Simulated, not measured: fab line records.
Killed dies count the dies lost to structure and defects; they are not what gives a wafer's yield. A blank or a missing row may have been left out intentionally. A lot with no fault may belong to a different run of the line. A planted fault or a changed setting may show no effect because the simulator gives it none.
Chamber matching ; flow nand-harc ; 4 sister chambers for NHARC_A_BONDPAD_CMP_29 on cmp-03
The step polishes SiCN, target thk 200 nm. 8 wafers are shown with their chamber, then 8 later ones without.

WAFERS, EACH WITH ITS CHAMBER
wafer;chamber;motor-current-A (A)
L078.6;3;11.8
L079.2;2;13.0
L079.4;3;11.7
L081.5;0;11.4
L083.1;0;11.6
L085.3;2;12.6
L085.5;1;10.6
L088.3;1;10.9

WAFERS MISSING THEIR CHAMBER
wafer;motor-current-A (A)
L088.4;10.7
L088.6;11.3
L092.1;11.4
L092.2;12.2
L092.6;12.5
L093.2;11.0
L093.3;10.9
L093.4;12.2

WHICH CHAMBER EACH WENT THROUGH
wafer;from the rows above;in truth
L088.4;1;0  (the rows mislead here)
L088.6;can't be placed: 0 or 3 or 1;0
L092.1;can't be placed: 0 or 3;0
L092.2;can't be placed: 3 or 2 or 0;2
L092.6;2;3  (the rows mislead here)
L093.2;can't be placed: 1 or 0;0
L093.3;1;1
L093.4;can't be placed: 3 or 2 or 0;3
Correct placement for 1 of the 8. These rows do not allow placing 5 (true chamber among the candidates in 5). 2 placed wrongly.
How it was worked out, from the rows above alone: a wafer's distance from a chamber is the root of the sum, over the readings, of the square of ((its reading less the chamber's mean) divided by the reading's scatter). The wafer belongs to the nearest chamber; if the next one is less than 2 further off, it can't be placed. For every chamber, the mean is computed from those of its wafers that are shown. The scatter is the square root of a quotient: the sum, over the shown wafers, of each reading's squared deviation from its chamber's mean, divided by wafers minus chambers.
